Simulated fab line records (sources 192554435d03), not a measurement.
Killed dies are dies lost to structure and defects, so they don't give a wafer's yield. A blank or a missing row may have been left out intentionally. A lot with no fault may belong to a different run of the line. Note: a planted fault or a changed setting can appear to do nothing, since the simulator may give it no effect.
Split-lot experiment | flow n5Finfet | 39 wafers read from 7 lots, route of 1938 steps

ON THE SPLIT
At N5_PMOS_HMC_CHANNEL_EPI_EPI_20 (deposits SiGe30, target thk 59 nm), the setting tempC was moved away from the recipe's 600 C on 18 of the 39 wafers read, by -1.1% to +0.7%. All remaining wafers had this setting at the recipe value.

The split's own step is where the reading is taken.

THE READING
SiGe30_of_PMOS_HMC_CHANNEL_EPI_EPI_20.thkNm (the simulator's own value, which no gauge read), in nm, at N5_PMOS_HMC_CHANNEL_EPI_EPI_20 (deposits SiGe30, target thk 59 nm). The file gives no usual value for it. Here, 21 wafers ran the recipe; their average is 59.09 nm with a standard deviation of 0.63 nm.

wafer  | tool, chamber at the split | tempC as run, C | against the recipe | SiGe30_of_PMOS_HMC_CHANNEL_EPI_EPI_20.thkNm, nm | against lot-mates on the recipe
L074.1 | epiRpcvd-04, 0             | 600             | recipe             | 59.02                                           | -
L074.2 | epiRpcvd-04, 0             | 600             | recipe             | 59.14                                           | -
L074.3 | epiRpcvd-04, 0             | 596             | -0.7%              | 55.01                                           | -3.93
L074.4 | epiRpcvd-04, 0             | 600             | recipe             | 58.67                                           | -
L074.5 | epiRpcvd-04, 0             | 596             | -0.7%              | 55.21                                           | -3.73
L074.6 | epiRpcvd-04, 0             | 596             | -0.7%              | 54.92                                           | -4.02
L075.1 | epiRpcvd-02, 0             | 594.4           | -0.9%              | 53.79                                           | -5.33
L075.2 | epiRpcvd-02, 0             | 600             | recipe             | 58.4                                            | -
L075.3 | epiRpcvd-02, 0             | 594.4           | -0.9%              | 53.91                                           | -5.21
L075.4 | epiRpcvd-02, 0             | 600             | recipe             | 59.76                                           | -
L075.5 | epiRpcvd-02, 0             | 600             | recipe             | 59.2                                            | -
L075.6 | epiRpcvd-02, 0             | 594.4           | -0.9%              | 53.32                                           | -5.80
L078.1 | epiRpcvd-02, 0             | 600             | recipe             | 58.98                                           | -
L078.2 | epiRpcvd-02, 0             | 600             | recipe             | 59.52                                           | -
L078.3 | epiRpcvd-02, 0             | 596.6           | -0.6%              | 56.25                                           | -2.85
L078.4 | epiRpcvd-02, 0             | 600             | recipe             | 58.8                                            | -
L078.5 | epiRpcvd-02, 0             | 596.6           | -0.6%              | 55.97                                           | -3.13
L078.6 | epiRpcvd-02, 0             | 596.6           | -0.6%              | 55.63                                           | -3.47
L079.1 | epiRpcvd-03, 0             | 600             | recipe             | 60.22                                           | -
L079.2 | epiRpcvd-03, 0             | 600             | recipe             | 60.22                                           | -
L079.5 | epiRpcvd-03, 0             | 600             | recipe             | 59.27                                           | -
L083.1 | epiRpcvd-02, 0             | 593.1           | -1.1%              | 51.96                                           | -7.00
L083.2 | epiRpcvd-02, 0             | 593.1           | -1.1%              | 52.87                                           | -6.09
L083.3 | epiRpcvd-02, 0             | 600             | recipe             | 58.4                                            | -
L083.4 | epiRpcvd-02, 0             | 600             | recipe             | 58.67                                           | -
L083.5 | epiRpcvd-02, 0             | 600             | recipe             | 59.82                                           | -
L083.6 | epiRpcvd-02, 0             | 593.1           | -1.1%              | 52.02                                           | -6.94
L084.1 | epiRpcvd-04, 0             | 600             | recipe             | 58.37                                           | -
L084.2 | epiRpcvd-04, 0             | 595.1           | -0.8%              | 53.26                                           | -4.90
L084.3 | epiRpcvd-04, 0             | 600             | recipe             | 58.02                                           | -
L084.4 | epiRpcvd-04, 0             | 600             | recipe             | 58.09                                           | -
L084.5 | epiRpcvd-04, 0             | 595.1           | -0.8%              | 53.37                                           | -4.79
L084.6 | epiRpcvd-04, 0             | 595.1           | -0.8%              | 53.28                                           | -4.88
L086.1 | epiRpcvd-02, 0             | 604.2           | +0.7%              | 64.65                                           | +5.23
L086.2 | epiRpcvd-02, 0             | 600             | recipe             | 59.1                                            | -
L086.3 | epiRpcvd-02, 0             | 600             | recipe             | 59.76                                           | -
L086.4 | epiRpcvd-02, 0             | 604.2           | +0.7%              | 64.1                                            | +4.68
L086.5 | epiRpcvd-02, 0             | 604.2           | +0.7%              | 63.68                                           | +4.26
L086.6 | epiRpcvd-02, 0             | 600             | recipe             | 59.39                                           | -

THE FIT
A straight line over all 39 wafers: SiGe30_of_PMOS_HMC_CHANNEL_EPI_EPI_20.thkNm changes by +6.32 nm for each +1% of tempC; r = +0.98; the points scatter about the line by 0.61 nm.
The same after taking each lot's own level away (the mean of its wafers on the recipe; 39 wafers): +6.02 nm for each +1%; r = +0.99; scatter 0.39 nm.
Per that fit: largest tempC move, reading shift of 6.9 nm.
Measured against the standard deviation above, the lots' own levels, which go from 58.160 to 59.903 nm, span 2.8 times it.
The two slopes are in agreement: the lot-to-lot level therefore moves the slope only a little.
Check: for one of the wafers moved furthest among these (-1.1%), held out of the fit, the line's prediction against its lot-mates is -6.8 nm. Against them it came out at -7 nm.

THE FILE'S OWN FIT
SiGe30_of_PMOS_HMC_CHANNEL_EPI_EPI_20.thkNm changes by +5.93 nm for each +1% of tempC, r = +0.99.
